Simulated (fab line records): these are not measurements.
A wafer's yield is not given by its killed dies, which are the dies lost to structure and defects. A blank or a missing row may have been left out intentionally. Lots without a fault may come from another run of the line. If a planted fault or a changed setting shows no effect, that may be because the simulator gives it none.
fab line records    flow nand_harc
record: lots: 12  wafers: 36  last_day: 33
route steps=1302 shown P_ZERO_WELL@26 P_STI@109 P_GATE@124 END@1302
lots that met no fault: taken from a fault-free run of the same line
start_h: start of the lot's first displayed wafer, in hours after the record's first day    wait_h: hours from the lot's prior step to this one    " as in the row above    L1.1+2: several wafers, shown together as one row    - value missing, or start not given    * or withheld: withheld    < > ~ a bound
route shown NAME@n: names a module that has steps shown in the file, with the first one's number in the route    usual: mean and standard deviation over wafers with no fault    same: alike in all rows    chamber/n: place in a boat    sites: each site's reading    _std_site: how widely they spread, as a standard deviation    _edge_site: mean of outer sites minus mean of inner sites    radius_mm: for every site, how far away it sits from the centre of the wafer    mask NAME#n: copy n    behind: the last tool/chamber to shape the wafer    hold: why the lot went on hold/how many hours it stayed there/how the hold came to an end    device: which transistor (n, p or np) failed to switch    end of line: the route-end tests of the same wafers    for a step that has no rows: nothing shown but its recipe    killed: not the wafer's yield, but the dies lost to structure and defects at the first sort    map: per-die view of a wafer (x killed, . not killed, _ where there is no die)
set.NAME: setting as actually run; set.NAME@STEP: the setting as run at that earlier step    model.NAME: the simulator's own value behind a step, which no gauge read
route steps across a sampled set of lots; one table per step, one row per wafer
services: when a tool's chamber went out of use (start_h, in hours from the record's first day, below 0 if earlier), for how many hours, and the reason
== steps ==
step: NHARC_P_ZERO_WELL_EXPOSE_21
recipe: na: 0.6  target_cd_nm: 720  dose_mj: 22.31  mask_id: P_NWELL
lot.wafer   tool            chamber  start_h  wait_h  mask
L744.1+5+6  krf_scanner-04  0        42.20    -       P_NWELL#0
L746.1+3+5  krf_scanner-01  0        62.34    -       P_NWELL#0
L747.1+4+6  krf_scanner-02  0        72.30    -       P_NWELL#0
L748.1+2+5  krf_scanner-04  0        82.43    -       P_NWELL#0
L749.1+4+6  krf_scanner-02  0        92.42    -       P_NWELL#0
L751.2+3+4  krf_scanner-01  0        112.31   -       P_NWELL#0
L753.3+4+5  krf_scanner-01  0        132.46   -       P_NWELL_R1#0
L756.1+4+6  krf_scanner-01  0        162.33   -       P_NWELL#0
L760.2+3+4  krf_scanner-02  0        202.51   -       P_NWELL#0
L762.1+4+6  krf_scanner-04  0        223.10   -       P_NWELL#0
L763.2+5+6  krf_scanner-01  0        233.24   -       P_NWELL#0
L765.1+2+3  krf_scanner-01  0        252.55   -       P_NWELL#0
step: NHARC_P_ZERO_WELL_CD_MEAS_24
recipe: target_cd_nm: 720  landing_energy_ev: 500
usual: cd_nm: 720.2/2.2
lot.wafer  tool       chamber  start_h  wait_h  hold                      cd_nm
L744.1     cd_sem-01  0        42.36    -       -                         720.5
L744.5     "          0        "        "       -                         718.8
L744.6     "          0        "        "       -                         721.0
L746.1     cd_sem-01  0        62.49    -       -                         718.5
L746.3     "          0        "        "       -                         716.9
L746.5     "          0        "        "       -                         718.5
L747.1     cd_sem-02  0        72.46    -       -                         720.3
L747.4     "          0        "        "       -                         718.8
L747.6     "          0        "        "       -                         716.2
L748.1     cd_sem-02  0        82.60    -       -                         716.3
L748.2     "          0        "        "       -                         719.1
L748.5     "          0        "        "       -                         721.8
L749.1     cd_sem-01  0        92.58    -       -                         723.2
L749.4     "          0        "        "       -                         722.9
L749.6     "          0        "        "       -                         721.6
L751.2     cd_sem-03  0        112.46   -       -                         722.9
L751.3     "          0        "        "       -                         721.5
L751.4     "          0        "        "       -                         722.7
L753.3     cd_sem-03  0        132.61   -       await_dispo/0.2h/release  692.3
L753.4     "          0        "        "       await_dispo/0.2h/release  690.6
L753.5     "          0        "        "       await_dispo/0.2h/release  691.7
L753.3     cd_sem-03  0        -        -       -                         692.4
L753.4     "          0        "        "       -                         690.6
L753.5     "          0        "        "       -                         691.7
L756.1     cd_sem-02  0        162.49   -       -                         719.9
L756.4     "          0        "        "       -                         718.6
L756.6     "          0        "        "       -                         716.8
L760.2     cd_sem-01  0        202.67   -       -                         719.1
L760.3     "          0        "        "       -                         716.6
L760.4     "          0        "        "       -                         719.2
L762.1     cd_sem-02  0        223.25   -       -                         721.4
L762.4     "          0        "        "       -                         720.9
L762.6     "          0        "        "       -                         722.4
L763.2     cd_sem-03  0        233.39   -       -                         723.1
L763.5     "          0        "        "       -                         723.9
L763.6     "          0        "        "       -                         722.8
L765.1     cd_sem-03  0        252.71   -       -                         721.0
L765.2     "          0        "        "       -                         720.2
L765.3     "          0        "        "       -                         722.5
step: NHARC_P_ZERO_WELL_DESCUM_26
recipe: time_s: 3  o2_flow_sccm: 200  ar_flow_sccm: 0  bias_power_w: 0  chemistry: O2
usual: drypump_motor_current_A: 5.5/0.46  oes_product_au: 1.001/0.014  rf_vpp_V: 57.8/0.89  showerhead_plenum_p_Torr: 1.91/0.094  throttle_valve_pct: 11.311/0.0092
lot.wafer  tool         chamber  start_h  wait_h  drypump_motor_current_A  oes_product_au  rf_hours_counter_h  rf_vpp_V  showerhead_plenum_p_Torr  throttle_valve_pct
L744.1     rie_diel-04  0        42.56    -       5.3                      0.989           10                  57.9      2.03                      11.327
L744.5     "            1        "        "       6.0                      1.016           -                   58.0      1.80                      11.300
L744.6     "            2        "        "       4.8                      1.001           -                   57.6      1.98                      11.309
L746.1     rie_diel-04  0        62.67    -       5.3                      0.995           17                  56.9      2.02                      11.307
L746.3     "            1        "        "       6.0                      1.020           20                  57.7      1.80                      11.291
L746.5     "            0        "        "       5.3                      1.002           -                   58.1      2.02                      11.315
L747.1     rie_diel-02  2        72.62    -       5.3                      0.988           9                   58.9      1.92                      11.304
L747.4     "            1        "        "       5.7                      0.998           -                   57.6      1.79                      11.310
L747.6     "            1        "        "       5.7                      1.009           -                   56.9      1.79                      11.311
L748.2     rie_diel-02  0        82.78    -       6.4                      0.991           6                   59.1      2.02                      11.306
L748.1     "            1        "        "       5.7                      1.017           12                  58.0      1.79                      11.308
L748.5     "            3        "        "       5.1                      1.006           -                   58.0      1.94                      11.311
L749.1     rie_diel-02  2        92.74    -       5.3                      0.976           15                  58.5      1.91                      11.318
L749.4     "            3        "        "       5.1                      0.999           10                  59.9      1.93                      11.309
L749.6     "            2        "        "       5.3                      0.978           -                   55.7      1.91                      11.324
L751.4     rie_diel-02  2        112.62   -       5.3                      0.982           20                  58.2      1.91                      11.308
L751.2     "            3        "        "       5.1                      0.982           17                  58.1      1.93                      11.307
L751.3     "            0        "        "       6.4                      0.984           15                  59.3      2.02                      11.310
L753.4     rie_diel-13  2        141.73   -       6.0                      1.013           46                  58.7      1.93                      11.310
L753.3     "            3        "        "       5.2                      1.013           47                  56.6      1.97                      11.318
L753.5     "            1        "        "       6.1                      1.017           -                   57.2      1.78                      11.302
L756.4     rie_diel-04  1        162.66   -       6.0                      1.021           51                  57.7      1.79                      11.299
L756.1     "            3        "        "       5.5                      0.999           47                  56.9      1.76                      11.314
L756.6     "            1        "        "       6.0                      1.012           -                   57.6      1.79                      11.298
L760.4     rie_diel-13  3        202.82   -       5.3                      1.006           11                  58.6      1.96                      11.311
L760.3     "            0        "        "       5.5                      1.035           10                  58.3      1.99                      11.315
L760.2     "            1        "        "       6.1                      1.020           11                  56.3      1.77                      11.318
L762.1     rie_diel-04  2        223.43   -       4.8                      1.009           9                   57.5      1.96                      11.325
L762.4     "            2        "        "       4.8                      1.010           -                   57.5      1.96                      11.313
L762.6     "            0        "        "       5.3                      0.988           -                   57.3      2.01                      11.312
L763.2     rie_diel-02  3        233.59   -       5.1                      0.995           3                   56.7      1.92                      11.293
L763.5     "            0        "        "       6.4                      1.000           -                   58.9      2.01                      11.318
L763.6     "            1        "        "       5.6                      1.012           -                   57.2      1.78                      11.316
L765.3     rie_diel-04  1        252.87   -       6.0                      0.985           18                  58.2      1.78                      11.304
L765.2     "            2        "        "       4.8                      1.014           17                  57.5      1.96                      11.295
L765.1     "            3        "        "       5.5                      0.972           18                  58.5      2.07                      11.328
step: NHARC_P_STI_INSPECT_25
usual: raw_defect_count: 224/88
lot.wafer  tool               chamber  start_h  wait_h  raw_defect_count
L744.1     defect_inspect-02  -        94.41    0.4     237
L744.5     "                  -        "        "       188
L744.6     "                  -        "        "       169
L746.1     defect_inspect-02  -        121.65   0.4     173
L746.3     "                  -        "        "       467
L746.5     "                  -        "        "       256
L747.1     defect_inspect-01  -        121.65   0.4     378
L747.4     "                  -        "        "       318
L747.6     "                  -        "        "       286
L748.1     defect_inspect-02  -        141.55   0.4     102
L748.2     "                  -        "        "       178
L748.5     "                  -        "        "       96
L749.1     defect_inspect-02  -        150.83   0.4     205
L749.4     "                  -        "        "       153
L749.6     "                  -        "        "       219
L751.2     defect_inspect-02  -        168.29   0.4     160
L751.3     "                  -        "        "       140
L751.4     "                  -        "        "       207
L753.3     defect_inspect-01  -        195.14   0.4     147
L753.4     "                  -        "        "       133
L753.5     "                  -        "        "       139
L756.1     defect_inspect-02  -        214.94   0.4     256
L756.4     "                  -        "        "       216
L756.6     "                  -        "        "       214
L760.2     defect_inspect-02  -        260.59   0.4     187
L760.3     "                  -        "        "       133
L760.4     "                  -        "        "       208
L762.1     defect_inspect-01  -        273.48   0.4     261
L762.4     "                  -        "        "       213
L762.6     "                  -        "        "       210
L763.2     defect_inspect-01  -        291.08   0.4     340
L763.5     "                  -        "        "       350
L763.6     "                  -        "        "       327
L765.1     defect_inspect-02  -        308.59   0.4     155
L765.2     "                  -        "        "       153
L765.3     "                  -        "        "       171
step: NHARC_P_GATE_DESCUM_13
recipe: time_s: 3  o2_flow_sccm: 200  ar_flow_sccm: 0  bias_power_w: 0  chemistry: O2
usual: drypump_motor_current_A: 5.9/0.34  oes_product_au: 1.002/0.012  rf_vpp_V: 57.5/0.93  showerhead_plenum_p_Torr: 1.85/0.065  throttle_valve_pct: 11.311/0.0092
lot.wafer  tool         chamber  start_h  wait_h  drypump_motor_current_A  oes_product_au  rf_hours_counter_h  rf_vpp_V  showerhead_plenum_p_Torr  throttle_valve_pct
L744.1     rie_diel-10  0        102.92   -       5.9                      1.025           2.6                 56.3      1.88                      11.302
L744.6     "            3        "        "       6.0                      1.002           -                   56.3      1.79                      11.314
L744.5     "            0        "        "       5.9                      1.033           -                   57.7      1.88                      11.289
L747.1     rie_diel-10  1        130.15   -       6.5                      0.996           2.3                 55.4      1.78                      11.311
L747.4     "            3        "        "       6.1                      0.996           3.7                 57.8      1.79                      11.308
L747.6     "            2        "        "       6.0                      0.997           -                   57.2      1.79                      11.317
L746.3     rie_diel-08  2        130.31   -       5.7                      1.004           4.7                 56.8      1.81                      11.320
L746.1     "            0        "        "       5.9                      1.007           4.8                 59.1      1.81                      11.315
L746.5     "            2        "        "       5.7                      0.992           -                   56.7      1.81                      11.315
L748.2     rie_diel-10  3        149.96   -       6.1                      0.998           5.3                 57.7      1.79                      11.311
L748.1     "            2        "        "       6.0                      0.981           5.4                 58.8      1.79                      11.306
L748.5     "            0        "        "       6.0                      1.023           -                   56.7      1.88                      11.296
L749.4     rie_diel-10  0        160.79   -       5.9                      1.030           5.8                 58.7      1.88                      11.311
L749.1     "            2        "        "       6.0                      0.992           5.5                 55.9      1.79                      11.313
L749.6     "            3        "        "       6.0                      0.995           -                   56.9      1.79                      11.321
L751.2     rie_diel-08  1        178.56   -       5.4                      1.021           8.6                 56.9      1.94                      11.310
L751.3     "            3        "        "       5.3                      1.012           7.9                 56.5      1.79                      11.326
L751.4     "            0        "        "       5.9                      1.004           8.7                 57.1      1.81                      11.306
L753.4     rie_diel-10  1        204.33   -       6.5                      1.000           6.7                 56.8      1.78                      11.298
L753.3     "            0        "        "       5.9                      1.029           9.3                 56.6      1.88                      11.315
L753.5     "            1        "        "       6.5                      0.992           -                   57.0      1.78                      11.304
L756.1     rie_diel-10  3        223.45   -       6.1                      0.988           11.1                57.2      1.79                      11.307
L756.4     "            2        "        "       6.0                      0.991           10.2                58.9      1.79                      11.325
L756.6     "            3        "        "       6.0                      0.992           -                   55.2      1.79                      11.323
L760.2     rie_diel-07  0        269.02   -       6.2                      0.990           4.6                 57.2      1.96                      11.316
L760.4     "            1        "        "       6.0                      0.995           5.3                 58.9      1.90                      11.304
L760.3     "            3        "        "       5.3                      1.000           5.2                 57.8      1.93                      11.319
L762.1     rie_diel-07  0        282.39   -       6.3                      0.996           5.0                 57.6      1.96                      11.326
L762.4     "            2        "        "       5.6                      1.002           6.5                 58.4      1.90                      11.318
L762.6     "            0        "        "       6.2                      0.995           -                   58.8      1.96                      11.330
L763.2     rie_diel-08  0        299.59   -       5.9                      1.017           6.1                 56.3      1.81                      11.341
L763.5     "            0        "        "       5.9                      1.021           -                   56.1      1.80                      11.305
L763.6     "            1        "        "       5.4                      1.004           -                   56.6      1.94                      11.320
L765.1     rie_diel-10  1        317.10   -       6.5                      0.980           3.2                 56.4      1.78                      11.304
L765.3     "            2        "        "       6.0                      1.008           3.2                 55.8      1.78                      11.297
L765.2     "            3        "        "       6.1                      1.000           2.9                 57.1      1.78                      11.313
step: NHARC_END_SORT_01
recipe: temp_c: 25
usual: killed_at_array: 46/15  killed_at_other: 1.0/1.3  killed_at_periphery: 4/3  killed_dies: 51/15  killed_open: 3.2/1.8  killed_short: 2.5/1.5
same: gross_dies: 677
lot.wafer  tool       chamber  start_h  wait_h  killed_at_array  killed_at_other  killed_at_periphery  killed_dies  killed_open  killed_short
L746.1     prober-01  0        624.36   2.5     61               0                4                    65           3            1
L746.3     prober-01  0        625.95   3.1     40               1                3                    44           3            2
L746.5     prober-01  0        627.54   3.7     47               2                2                    51           3            2
L748.1     prober-02  0        638.34   2.5     46               0                2                    48           6            0
L748.2     prober-02  0        639.14   2.8     44               0                2                    46           4            1
L748.5     prober-02  0        641.51   3.7     44               0                0                    44           3            2
L749.1     prober-02  0        654.69   2.5     39               3                5                    47           5            3
L749.4     prober-02  0        657.12   3.4     30               3                3                    36           3            0
L749.6     prober-02  0        658.74   4.0     49               2                0                    51           5            1
L751.2     prober-01  0        655.54   2.8     85               1                10                   96           3            4
L751.3     prober-01  0        656.35   3.1     57               1                6                    64           3            4
L751.4     prober-01  0        657.15   3.4     73               3                3                    79           2            1
L753.3     prober-02  0        690.94   3.0     34               0                2                    36           6            6
L753.4     prober-02  0        691.72   3.3     35               0                7                    42           1            3
L753.5     prober-02  0        692.50   3.6     19               0                5                    24           3            2
killed by level:class
L746.1 A_CHANNEL_HOLE_D2:chamber_film_flake=37 A_SLIT:chamber_film_flake=15 A_CONTACT:chamber_film_flake=4 P_GATE:geometric_particle:open=1 P_CONTACT:geometric_particle:short=1 A_CHANNEL_FILL_D1:geometric_particle:open=1 A_M0:geometric_particle:open=1 P_ZERO_WELL:chamber_film_flake=1
L746.3 A_CHANNEL_HOLE_D2:chamber_film_flake=17 A_SLIT:chamber_film_flake=15 A_WL_FILL:chamber_film_flake=2 P_CONTACT:geometric_particle:open=1 P_M0:geometric_particle:open=1 A_CHANNEL_FILL_D1:geometric_particle:short=1 A_ONON_D2:geometric_particle:open=1 A_M0:geometric_particle:short=1
L746.5 A_SLIT:chamber_film_flake=20 A_CHANNEL_HOLE_D2:chamber_film_flake=16 THIN_TSV:chamber_film_flake=2 P_M0:geometric_particle:short=1 A_ONON_D2:geometric_particle:open=1 A_ONON_D2:geometric_particle:short=1 A_CHANNEL_FILL_D2:geometric_particle:open=1 A_M0:geometric_particle:open=1
L748.1 A_SLIT:chamber_film_flake=19 A_CHANNEL_HOLE_D2:chamber_film_flake=9 A_CONTACT:chamber_film_flake=6 A_CHANNEL_HOLE_D1:chamber_film_flake=2 A_CHANNEL_FILL_D2:chamber_film_flake=2 P_M1:geometric_particle:open=1 A_CHANNEL_HOLE_D1:geometric_particle:open=1 A_CHANNEL_FILL_D1:geometric_particle:open=1
L748.2 A_SLIT:chamber_film_flake=20 A_CHANNEL_HOLE_D2:chamber_film_flake=9 A_CONTACT:chamber_film_flake=5 A_DECK1_JOINT:geometric_particle:open=2 A_CHANNEL_HOLE_D1:chamber_film_flake=2 A_CHANNEL_FILL_D1:chamber_film_flake=2 A_CHANNEL_FILL_D2:chamber_film_flake=2 P_M0:geometric_particle:open=1
L748.5 A_SLIT:chamber_film_flake=19 A_CHANNEL_HOLE_D2:chamber_film_flake=8 A_CHANNEL_HOLE_D1:chamber_film_flake=4 A_CONTACT:chamber_film_flake=4 A_M0:geometric_particle:open=2 A_CHANNEL_FILL_D2:chamber_film_flake=2 A_CHANNEL_FILL_D1:geometric_particle:short=1 A_CHANNEL_HOLE_D2:geometric_particle:short=1
L749.1 A_SLIT:chamber_film_flake=18 A_CHANNEL_HOLE_D1:chamber_film_flake=7 A_CHANNEL_HOLE_D2:chamber_film_flake=5 P_M0:geometric_particle:open=2 A_STAIRCASE:chamber_film_flake=2 A_BONDPAD:chamber_film_flake=2 THIN_TSV:chamber_film_flake=2 P_STI:geometric_particle:short=1
L751.2 A_CHANNEL_HOLE_D1:chamber_film_flake=32 A_SLIT:chamber_film_flake=21 A_CHANNEL_HOLE_D2:chamber_film_flake=8 A_CONTACT:chamber_film_flake=7 A_WL_FILL:chamber_film_flake=4 P_STI:chamber_film_flake=3 P_GATE:chamber_film_flake=3 A_STAIRCASE:chamber_film_flake=3
L751.3 A_SLIT:chamber_film_flake=21 A_CHANNEL_HOLE_D1:chamber_film_flake=15 A_CONTACT:chamber_film_flake=6 A_CHANNEL_HOLE_D2:chamber_film_flake=5 P_ZERO_WELL:chamber_film_flake=3 P_M1:geometric_particle:open=2 A_WL_FILL:chamber_film_flake=2 A_CHANNEL_HOLE_D1:geometric_particle:open=1
L749.4 A_SLIT:chamber_film_flake=19 A_CHANNEL_HOLE_D2:chamber_film_flake=4 A_ZERO_WELL:chamber_film_flake=2 THIN_TSV:chamber_film_flake=2 P_GATE:geometric_particle:open=1 A_ONON_D2:geometric_particle:open=1 A_CHANNEL_HOLE_D2:geometric_particle:open=1 P_STI:chamber_film_flake=1
L751.4 A_CHANNEL_HOLE_D1:chamber_film_flake=37 A_SLIT:chamber_film_flake=18 A_CHANNEL_HOLE_D2:chamber_film_flake=7 A_CONTACT:chamber_film_flake=3 THIN_TSV:chamber_film_flake=3 P_GATE:chamber_film_flake=2 A_WL_FILL:chamber_film_flake=2 A_CHANNEL_FILL_D1:geometric_particle:short=1
L749.6 A_SLIT:chamber_film_flake=24 A_CHANNEL_HOLE_D2:chamber_film_flake=7 A_CONTACT:chamber_film_flake=3 A_ZERO_WELL:chamber_film_flake=2 A_STAIRCASE:chamber_film_flake=2 A_WL_FILL:chamber_film_flake=2 THIN_TSV:chamber_film_flake=2 A_CHANNEL_HOLE_D1:geometric_particle:open=1
L753.3 A_CHANNEL_HOLE_D2:chamber_film_flake=11 A_CHANNEL_HOLE_D1:chamber_film_flake=5 A_SLIT:chamber_film_flake=5 A_BLC:geometric_particle:open=3 P_M0:geometric_particle:short=1 A_ONON_D1:geometric_particle:open=1 A_CHANNEL_HOLE_D1:geometric_particle:short=1 A_DECK1_JOINT:geometric_particle:short=1
L753.4 A_CHANNEL_HOLE_D2:chamber_film_flake=13 P_GATE:chamber_film_flake=5 A_SLIT:chamber_film_flake=5 A_CHANNEL_HOLE_D1:chamber_film_flake=4 A_STAIRCASE:chamber_film_flake=4 A_ZERO_WELL:chamber_film_flake=2 A_CONTACT:chamber_film_flake=2 P_M1:geometric_particle:short=1
L753.5 A_CHANNEL_HOLE_D2:chamber_film_flake=11 A_CHANNEL_HOLE_D1:chamber_film_flake=5 A_ONON_D2:geometric_particle:open=2 P_GATE:chamber_film_flake=2 P_CONTACT:geometric_particle:open=1 P_CONTACT:geometric_particle:short=1 P_M0:geometric_particle:short=1 A_CONTACT:chamber_film_flake=1
== services ==
tool            chamber  start_h  hours  kind
rie_diel-02     -        40.62    9.0    pm
rie_diel-10     2        46.63    5.6    repair
rie_diel-10     0        50.72    20.0   repair
rie_diel-02     0        59.56    14.9   repair
rie_diel-10     -        65.50    9.0    pm
krf_scanner-01  -        69.39    6.7    repair
rie_diel-02     3        70.49    7.2    repair
rie_diel-10     1        78.81    10.1   repair
rie_diel-04     3        117.91   8.2    repair
krf_scanner-01  -        123.32   0.2    repair
krf_scanner-01  -        140.00   4.0    pm
rie_diel-04     -        178.05   9.0    pm
rie_diel-02     1        178.38   5.0    repair
rie_diel-04     0        206.95   14.8   repair
rie_diel-02     -        217.62   9.0    pm
rie_diel-04     3        220.18   7.9    repair
krf_scanner-01  -        238.46   1.7    repair
rie_diel-10     -        242.50   9.0    pm
rie_diel-02     -        254.62   0.6    repair
krf_scanner-01  -        268.76   0.2    repair
rie_diel-10     -        276.55   0.3    repair
rie_diel-10     0        281.81   17.0   repair
rie_diel-04     1        287.23   1.5    repair
krf_scanner-01  -        312.00   4.0    pm
== key ==
first_sign: step: NHARC_P_ZERO_WELL_EXPOSE_21  reading: mask  direction: changed
effect: step: NHARC_P_ZERO_WELL_CD_MEAS_24  reading: visit  direction: added
effect: step: NHARC_P_ZERO_WELL_CD_MEAS_24  reading: cd_nm  direction: down  sigmas: 13  usual: 720.2  struck: 691.5
met_at NHARC_P_ZERO_WELL_EXPOSE_21
struck_lots L753
tester_left_out L753
not_acting_at NHARC_P_ZERO_WELL_DESCUM_26,NHARC_P_STI_INSPECT_25,NHARC_P_GATE_DESCUM_13
onset_between 112.31 132.46
fault: kind: wrong_mask  tool: any  chamber: -  onset_h: 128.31  steps: NHARC_P_ZERO_WELL_EXPOSE_21  aux_copy: P_NWELL_R1#0  cd_offset_nm: -31.52  scope: struck_lots_only
tester_left_out: of these lots the tester's yield and bins aren't shown, on N5 and GAA mostly nor the transistor test; their killed dies are dies lost to structure and defects alone, not to doping, threshold or leakage, so they don't give the yield
